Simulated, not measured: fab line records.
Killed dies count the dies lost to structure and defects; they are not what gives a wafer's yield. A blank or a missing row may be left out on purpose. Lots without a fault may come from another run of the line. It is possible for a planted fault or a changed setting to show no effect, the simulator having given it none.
fab line records | flow nand-harc
record lots=14 | wafers=42 | last-day=25
route steps=1159 shown A_CHANNEL_FILL_D1@500 THIN_TSV@1116 END@1159
lots that met no fault: taken from a fault-free run of the same line
start-h: hours from the record's opening day to when the first of the lot's shown wafers began | wait-h: how many hours have passed since the lot's step before this one | " repeats the value in the row above | L1.1+2: a single row standing in for several wafers | - either no value or no given start | * or withheld: withheld | < > ~ a bound
route shown NAME@n: a module of which the file shows steps, and the number in the route of the first | usual: mean and standard deviation over wafers with no fault | same: alike in all rows | chamber/n: place in a boat | sites: each site's reading | _std_site: the standard deviation of these | _edge_site: the outer-site mean with the inner-site mean subtracted | radius-mm: for every site, how far away it sits from the centre of the wafer | mask NAME#n: copy n | behind: tool/chamber where the wafer was last shaped | hold: reason for holding the lot/hours on hold/outcome of the hold | device: the transistor (n, p or np) that didn't switch | end of line: at the end of the route, the tests of the same wafers | a step with no rows: only its recipe | killed: dies lost to structure and defects at the first sort, not the wafer's yield | map: dies across one wafer; x = killed, . = not, _ = none there
set.NAME: the setting the step ran with; set.NAME@STEP: the setting that earlier step ran with | model.NAME: the simulator's own value behind a step, which no gauge read
the route's steps for a sample of lots (tables are steps, rows are wafers)
services: a tool's chamber out of use, with start hour (start-h, from the record's first day; less than 0 if before it), hours out, and reason
## steps
# step NHARC_A_CHANNEL_FILL_D1_ETCHBACK_20
# recipe target-depth-a=270 | time-s=13.5 | c4f8-flow-sccm=withheld | o2-flow-sccm=8 | ar-flow-sccm=withheld | rf-w=600 | bias-w=1500 | chemistry=C4F8/O2/Ar
# usual oes-product-au=0.97/0.034 | rf-vpp-V=978/6
lot.wafer | tool        | chamber | start-h | wait-h | oes-product-au | rf-hours-counter-h | rf-vpp-V
L123.2    | rie-diel-02 | 1       | 218.33  | -      | 1.00           | 8                  | 986
L123.6    | "           | 2       | "       | "      | 1.00           | -                  | 975
L123.5    | "           | 3       | "       | "      | 0.99           | -                  | 975
L122.2    | rie-diel-03 | 1       | 224.97  | -      | 1.00           | 0                  | 969
L122.3    | "           | 2       | "       | "      | 1.00           | 0                  | 986
L122.4    | "           | 3       | "       | "      | 0.98           | 0                  | 970
L125.2    | rie-diel-07 | 2       | 224.99  | -      | 0.92           | 4                  | 984
L125.4    | "           | 3       | "       | "      | 0.93           | 5                  | 984
L125.6    | "           | 2       | "       | "      | 0.92           | -                  | 982
L126.3    | rie-diel-07 | 1       | 228.12  | -      | 1.00           | 6                  | 973
L126.2    | "           | 2       | "       | "      | 1.00           | 5                  | 986
L126.4    | "           | 0       | "       | "      | 0.99           | -                  | 982
L124.2    | rie-diel-03 | 1       | 228.15  | -      | 0.98           | 0                  | 968
L124.3    | "           | 2       | "       | "      | 1.01           | 0                  | 983
L124.5    | "           | 1       | "       | "      | 0.99           | -                  | 970
L127.1    | rie-diel-03 | 2       | 233.58  | -      | 1.01           | 0                  | 985
L127.3    | "           | 3       | "       | "      | 0.99           | 0                  | 970
L127.5    | "           | 2       | "       | "      | 1.00           | -                  | 984
L128.3    | rie-diel-03 | 1       | 243.39  | -      | 0.98           | 0                  | 968
L128.2    | "           | 3       | "       | "      | 0.98           | 0                  | 970
L128.6    | "           | 1       | "       | "      | 0.98           | -                  | 971
L129.1    | rie-diel-07 | 0       | 248.90  | -      | 1.01           | 1                  | 983
L129.3    | "           | 2       | "       | "      | 0.99           | 1                  | 983
L129.5    | "           | 1       | "       | "      | 0.99           | -                  | 974
L132.3    | rie-diel-07 | 1       | 269.23  | -      | 1.00           | 2                  | 971
L132.2    | "           | 2       | "       | "      | 0.99           | 2                  | 985
L132.1    | "           | 0       | "       | "      | 1.00           | 2                  | 981
L131.1    | rie-diel-03 | 2       | 269.28  | -      | 0.99           | 1                  | 984
L131.5    | "           | 3       | "       | "      | 1.00           | -                  | 970
L131.6    | "           | 0       | "       | "      | 1.00           | -                  | 980
L133.1    | rie-diel-07 | 1       | 282.81  | -      | 1.00           | 2                  | 975
L133.3    | "           | 2       | "       | "      | 1.00           | 2                  | 985
L133.6    | "           | 2       | "       | "      | 0.99           | -                  | 984
L142.2    | rie-diel-03 | 3       | 324.44  | -      | 0.92           | 3                  | 972
L142.3    | "           | 0       | "       | "      | 0.93           | 3                  | 980
L142.1    | "           | 1       | "       | "      | 0.92           | 2                  | 969
L139.3    | rie-diel-03 | 3       | 328.36  | -      | 0.98           | 3                  | 972
L139.6    | "           | 0       | "       | "      | 0.99           | -                  | 981
L139.5    | "           | 1       | "       | "      | 0.98           | -                  | 970
L145.2    | rie-diel-07 | 0       | 342.35  | -      | 1.00           | 4                  | 982
L145.3    | "           | 3       | "       | "      | 1.00           | 4                  | 984
L145.6    | "           | 1       | "       | "      | 1.00           | -                  | 972
# step NHARC_THIN_TSV_CD_MEAS_12
# recipe target-cd-nm=1000 | landing-energy-ev=500
# usual cd-nm=1000.7/1.2
lot.wafer | tool      | chamber | start-h | wait-h | cd-nm
L123.2    | cd-sem-03 | 0       | 443.20  | -      | 999.3
L123.5    | "         | 0       | "       | "      | 999.8
L123.6    | "         | 0       | "       | "      | 1000.4
L122.2    | cd-sem-03 | 0       | 444.55  | -      | 999.9
L122.3    | "         | 0       | "       | "      | 1000.4
L122.4    | "         | 0       | "       | "      | 1001.1
L125.2    | cd-sem-01 | 0       | 445.62  | -      | 1000.2
L125.4    | "         | 0       | "       | "      | 1000.6
L125.6    | "         | 0       | "       | "      | 999.6
L126.2    | cd-sem-01 | 0       | 446.97  | -      | 998.4
L126.3    | "         | 0       | "       | "      | 1000.0
L126.4    | "         | 0       | "       | "      | 999.8
L124.2    | cd-sem-03 | 0       | 448.07  | -      | 1001.9
L124.3    | "         | 0       | "       | "      | 1002.0
L124.5    | "         | 0       | "       | "      | 1001.2
L127.1    | cd-sem-03 | 0       | 460.76  | -      | 1000.8
L127.3    | "         | 0       | "       | "      | 998.8
L127.5    | "         | 0       | "       | "      | 1001.1
L129.1    | cd-sem-02 | 0       | 461.82  | -      | 1001.0
L129.3    | "         | 0       | "       | "      | 999.5
L129.5    | "         | 0       | "       | "      | 999.4
L128.2    | cd-sem-02 | 0       | 468.25  | -      | 1000.7
L128.3    | "         | 0       | "       | "      | 1002.5
L128.6    | "         | 0       | "       | "      | 1002.8
L132.1    | cd-sem-02 | 0       | 479.45  | -      | 1000.3
L132.2    | "         | 0       | "       | "      | 1000.9
L132.3    | "         | 0       | "       | "      | 999.0
L131.1    | cd-sem-03 | 0       | 480.62  | -      | 1000.0
L131.5    | "         | 0       | "       | "      | 1000.6
L131.6    | "         | 0       | "       | "      | 1001.6
L133.1    | cd-sem-02 | 0       | 498.13  | -      | 1001.7
L133.3    | "         | 0       | "       | "      | 1000.1
L133.6    | "         | 0       | "       | "      | 999.2
L142.1    | cd-sem-02 | 0       | 519.94  | -      | 1002.3
L142.2    | "         | 0       | "       | "      | 1001.9
L142.3    | "         | 0       | "       | "      | 1001.6
L139.3    | cd-sem-02 | 0       | 540.06  | -      | 1001.2
L139.5    | "         | 0       | "       | "      | 1001.3
L139.6    | "         | 0       | "       | "      | 1000.4
L145.2    | cd-sem-01 | 0       | 581.46  | -      | 1001.4
L145.3    | "         | 0       | "       | "      | 1002.6
L145.6    | "         | 0       | "       | "      | 1001.2
# step NHARC_THIN_TSV_ETCH_15
# recipe target-depth-a=30000 | bosch-target-overetch-cycles=2 | bosch-etch-step-s=2.8 | bosch-dep-step-s=1.2 | bosch-cycles=14
# usual drypump-motor-current-A=5.7/0.35
# same bosch-cycles=14
lot.wafer | tool      | chamber | start-h | wait-h | drypump-motor-current-A | rf-hours-counter-h
L123.2    | rie-si-01 | 1       | 444.02  | -      | 5.4                     | 1.1
L123.6    | "         | 0       | "       | "      | 5.2                     | -
L123.5    | "         | 1       | "       | "      | 5.4                     | -
L122.2    | rie-si-04 | 2       | 445.38  | -      | 6.2                     | 1.6
L122.3    | "         | 3       | "       | "      | 6.3                     | 1.5
L122.4    | "         | 1       | "       | "      | 5.5                     | 1.4
L125.2    | rie-si-01 | 3       | 446.45  | -      | 5.7                     | 1.1
L125.4    | "         | 1       | "       | "      | 5.4                     | 1.2
L125.6    | "         | 2       | "       | "      | 6.0                     | -
L126.2    | rie-si-04 | 3       | 447.93  | -      | 6.3                     | 1.5
L126.4    | "         | 0       | "       | "      | 5.4                     | 1.4
L126.3    | "         | 2       | "       | "      | 6.2                     | 1.6
L124.3    | rie-si-03 | 1       | 449.01  | -      | 5.3                     | 1.1
L124.2    | "         | 3       | "       | "      | 5.9                     | 1.0
L124.5    | "         | 2       | "       | "      | 6.0                     | -
L127.3    | rie-si-03 | 0       | 461.59  | -      | 5.8                     | 1.0
L127.1    | "         | 1       | "       | "      | 5.3                     | 1.1
L127.5    | "         | 0       | "       | "      | 5.8                     | -
L129.3    | rie-si-04 | 0       | 462.64  | -      | 5.3                     | 0.0
L129.1    | "         | 3       | "       | "      | 6.3                     | 0.0
L129.5    | "         | 1       | "       | "      | 5.5                     | -
L128.2    | rie-si-01 | 2       | 469.08  | -      | 6.0                     | 1.3
L128.3    | "         | 3       | "       | "      | 5.7                     | 1.4
L128.6    | "         | 3       | "       | "      | 5.7                     | -
L132.2    | rie-si-01 | 1       | 480.26  | -      | 5.4                     | 1.4
L132.3    | "         | 3       | "       | "      | 5.7                     | 1.5
L132.1    | "         | 0       | "       | "      | 5.2                     | 1.6
L131.1    | rie-si-04 | 1       | 481.50  | -      | 5.5                     | 0.2
L131.5    | "         | 2       | "       | "      | 6.2                     | -
L131.6    | "         | 3       | "       | "      | 6.3                     | -
L133.3    | rie-si-01 | 3       | 498.97  | -      | 5.6                     | 0.0
L133.1    | "         | 1       | "       | "      | 5.4                     | 0.1
L133.6    | "         | 3       | "       | "      | 5.7                     | -
L142.3    | rie-si-04 | 2       | 520.76  | -      | 6.2                     | 0.6
L142.1    | "         | 0       | "       | "      | 5.3                     | 0.6
L142.2    | "         | 1       | "       | "      | 5.5                     | 0.6
L139.3    | rie-si-01 | 3       | 540.89  | -      | 5.7                     | 0.4
L139.5    | "         | 2       | "       | "      | 6.0                     | -
L139.6    | "         | 3       | "       | "      | 5.6                     | -
L145.2    | rie-si-01 | 1       | 582.30  | -      | 5.4                     | 0.7
L145.3    | "         | 2       | "       | "      | 6.0                     | 0.7
L145.6    | "         | 0       | "       | "      | 5.2                     | -
# step NHARC_THIN_TSV_STRIP_45
# recipe power-w=1500 | temp-c=250 | chemistry=O2
# usual drypump-motor-current-A=5.6/0.49 | heater-power-w=348/39
lot.wafer | tool            | chamber | start-h | wait-h | drypump-motor-current-A | heater-power-w | rf-hours-counter-h
L123.2    | plasma-asher-01 | 0       | 444.22  | 0.1    | 5.6                     | 327            | 53
L123.6    | "               | 0       | "       | "      | 5.6                     | 327            | -
L123.5    | "               | 1       | "       | "      | 5.0                     | 406            | -
L122.2    | plasma-asher-01 | 1       | 445.64  | 0.1    | 4.9                     | 399            | 54
L122.3    | "               | 0       | "       | "      | 5.6                     | 337            | -
L122.4    | "               | 1       | "       | "      | 5.0                     | 403            | -
L125.2    | plasma-asher-01 | 1       | 446.72  | 0.1    | 5.0                     | 390            | 54
L125.4    | "               | 1       | "       | "      | 5.0                     | 391            | -
L125.6    | "               | 0       | "       | "      | 5.6                     | 333            | -
L126.2    | plasma-asher-01 | 0       | 448.20  | 0.1    | 5.6                     | 334            | 55
L126.4    | "               | 1       | "       | "      | 5.0                     | 400            | -
L126.3    | "               | 0       | "       | "      | 5.6                     | 329            | -
L124.2    | plasma-asher-01 | 0       | 450.13  | 1.0    | 5.6                     | 329            | 57
L124.3    | "               | 0       | "       | "      | 5.6                     | 334            | -
L124.5    | "               | 1       | "       | "      | 5.0                     | 394            | -
L127.1    | plasma-asher-02 | 0       | 461.84  | 0.1    | 6.1                     | 297            | 31
L127.3    | "               | 0       | "       | "      | 6.1                     | 303            | -
L127.5    | "               | 1       | "       | "      | 6.2                     | 330            | -
L129.1    | plasma-asher-01 | 1       | 463.02  | 0.2    | 5.0                     | 400            | 1
L129.3    | "               | 1       | "       | "      | 5.0                     | 406            | -
L129.5    | "               | 1       | "       | "      | 5.0                     | 407            | -
L128.2    | plasma-asher-02 | 0       | 469.35  | 0.1    | 6.1                     | 316            | 34
L128.3    | "               | 1       | "       | "      | 6.2                     | 333            | -
L128.6    | "               | 0       | "       | "      | 6.1                     | 305            | -
L132.2    | plasma-asher-02 | 1       | 480.48  | 0.1    | 6.2                     | 331            | 38
L132.1    | "               | 0       | "       | "      | 6.1                     | 311            | 38
L132.3    | "               | 1       | "       | "      | 6.2                     | 330            | -
L131.1    | plasma-asher-02 | 0       | 481.73  | 0.1    | 6.1                     | 308            | 38
L131.5    | "               | 1       | "       | "      | 6.2                     | 333            | -
L131.6    | "               | 0       | "       | "      | 6.1                     | 296            | -
L133.1    | plasma-asher-01 | 1       | 499.65  | 0.5    | 5.0                     | 408            | 13
L133.3    | "               | 1       | "       | "      | 4.9                     | 409            | -
L133.6    | "               | 1       | "       | "      | 4.9                     | 400            | -
L142.2    | plasma-asher-02 | 1       | 521.01  | 0.1    | 6.2                     | 338            | 49
L142.1    | "               | 0       | "       | "      | 6.1                     | 303            | 49
L142.3    | "               | 1       | "       | "      | 6.2                     | 341            | -
L139.3    | plasma-asher-01 | 0       | 541.24  | 0.2    | 5.7                     | 327            | -
L139.6    | "               | 1       | "       | "      | 5.0                     | 398            | -
L139.5    | "               | 0       | "       | "      | 5.7                     | 323            | -
L145.2    | plasma-asher-02 | 1       | 582.54  | 0.1    | 6.2                     | 359            | 10
L145.3    | "               | 0       | "       | "      | 6.1                     | 312            | -
L145.6    | "               | 0       | "       | "      | 6.1                     | 302            | -
# step NHARC_END_SORT_01
# recipe temp-c=25
# usual killed-at-array=28/10 | killed-at-other=0.6/0.85 | killed-at-periphery=3.3/2.3 | killed-dies=32/11 | killed-open=3.3/1.5 | killed-short=2.1/1.4
# same gross-dies=677
lot.wafer | tool      | chamber | start-h | wait-h | killed-at-array | killed-at-other | killed-at-periphery | killed-dies | killed-open | killed-short
L132.1    | prober-01 | 0       | 494.52  | 2.5    | 13              | 0               | 4                   | 17          | 3           | 1
L132.2    | prober-01 | 0       | 495.32  | 2.8    | 10              | 2               | 7                   | 19          | 2           | 3
L132.3    | prober-01 | 0       | 496.11  | 3.1    | 63              | 0               | 5                   | 68          | 4           | 2
L133.1    | prober-01 | 0       | 514.79  | 2.5    | 72              | 0               | 4                   | 76          | 3           | 2
L133.3    | prober-01 | 0       | 516.37  | 3.1    | 23              | 0               | 5                   | 28          | 3           | 1
L133.6    | prober-01 | 0       | 518.73  | 3.9    | 35              | 2               | 4                   | 41          | 4           | 2
# killed by level:class
L132.1 A_CHANNEL_HOLE_D1:chamber-film-flake=6 P_ZERO_WELL:chamber-film-flake=3 A_STAIRCASE:chamber-film-flake=3 A_ONON_D1:geometric-particle:short=1 A_SGD_CUT:geometric-particle:open=1 A_BLC:geometric-particle:open=1 A_M0:geometric-particle:open=1 P_GATE:chamber-film-flake=1
L132.2 P_ZERO_WELL:chamber-film-flake=5 A_WL_FILL:chamber-film-flake=2 A_CONTACT:chamber-film-flake=2 THIN_TSV:chamber-film-flake=2 P_CONTACT:geometric-particle:open=1 A_CHANNEL_FILL_D1:geometric-particle:short=1 A_CONTACT:geometric-particle:open=1 A_BLC:geometric-particle:short=1
L132.3 A_CHANNEL_FILL_D1:unspecified=51 P_ZERO_WELL:chamber-film-flake=4 A_CONTACT:chamber-film-flake=3 A_CONTACT:geometric-particle:open=2 A_STAIRCASE:chamber-film-flake=2 A_WL_FILL:geometric-particle:short=1 A_BLC:geometric-particle:open=1 A_M0:geometric-particle:short=1
L133.1 A_CHANNEL_FILL_D1:unspecified=55 A_CHANNEL_HOLE_D1:chamber-film-flake=8 A_CONTACT:chamber-film-flake=3 A_STAIRCASE:chamber-film-flake=2 P_CONTACT:geometric-particle:short=1 P_M0:geometric-particle:open=1 A_ONON_D1:geometric-particle:short=1 A_WL_FILL:geometric-particle:open=1
L133.3 A_CHANNEL_HOLE_D1:chamber-film-flake=12 A_CONTACT:chamber-film-flake=7 P_M1:chamber-film-flake=2 P_CONTACT:geometric-particle:open=1 P_M0:geometric-particle:open=1 A_CHANNEL_FILL_D1:geometric-particle:short=1 A_CHANNEL_FILL_D1:geometric-particle:open=1 P_STI:chamber-film-flake=1
L133.6 A_CHANNEL_HOLE_D1:chamber-film-flake=20 A_STAIRCASE:chamber-film-flake=5 A_CONTACT:chamber-film-flake=4 P_CONTACT:geometric-particle:open=2 THIN_TSV:chamber-film-flake=2 A_ONON_D1:geometric-particle:open=1 A_ONON_D1:geometric-particle:short=1 A_CHANNEL_FILL_D1:geometric-particle:short=1
## services
tool            | chamber | start-h | hours | kind
rie-si-01       | 3       | 202.11  | 6.5   | repair
rie-diel-03     | -       | 215.30  | 9.0   | pm
rie-si-01       | 2       | 215.95  | 5.2   | repair
rie-diel-03     | 1       | 259.70  | 7.4   | repair
plasma-asher-01 | -       | 276.07  | 9.0   | pm
rie-diel-03     | -       | 278.21  | 0.1   | repair
rie-diel-03     | 2       | 292.88  | 5.2   | repair
rie-si-01       | -       | 304.00  | 9.0   | pm
plasma-asher-01 | -       | 313.92  | 3.0   | repair
rie-si-01       | 1       | 319.02  | 2.9   | repair
rie-diel-03     | 2       | 381.54  | 4.2   | repair
rie-diel-03     | -       | 392.30  | 9.0   | pm
plasma-asher-01 | -       | 395.71  | 0.6   | repair
rie-diel-03     | -       | 416.13  | 0.2   | repair
plasma-asher-01 | -       | 431.37  | 4.1   | repair
rie-si-01       | 2       | 452.93  | 4.5   | repair
plasma-asher-01 | -       | 453.14  | 9.0   | pm
rie-diel-03     | 2       | 459.77  | 7.3   | repair
rie-diel-03     | 1       | 471.18  | 3.0   | repair
rie-si-01       | -       | 481.00  | 9.0   | pm
rie-si-01       | 0       | 497.18  | 4.1   | repair
plasma-asher-01 | -       | 505.40  | 1.2   | repair
rie-si-01       | 3       | 563.61  | 2.4   | repair
rie-diel-03     | -       | 569.30  | 9.0   | pm
## key
first-sign step=NHARC_END_SORT_01 | reading=killed-at-array | direction=up | sigmas=3.9 | usual=28 | struck=68
effect step=NHARC_END_SORT_01 | reading=killed-dies | direction=up | sigmas=3.8 | usual=32 | struck=72
more-kills-born-at NHARC_A_CHANNEL_FILL_D1_ETCHBACK_20@rie-diel-07=106
met-at NHARC_A_CHANNEL_FILL_D1_ETCHBACK_20
struck-lots L132,L133
struck-wafers L132.3,L133.1
tester-left-out L132,L133
not-acting-at NHARC_THIN_TSV_CD_MEAS_12,NHARC_THIN_TSV_ETCH_15,NHARC_THIN_TSV_STRIP_45
onset-between 248.90 269.23
fault kind=chamber-particle-source | tool=rie-diel-07 | chamber=1 | onset-h=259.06 | steps=NHARC_A_CHANNEL_FILL_D1_ETCHBACK_20 | rate-per-visit-cm2=0.39204 | end-h=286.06
# tester-left-out: of these lots the tester's yield and bins aren't shown, on N5 and GAA mostly nor the transistor test; their killed dies are dies lost to structure and defects alone, not to doping, threshold or leakage, so they don't give the yield
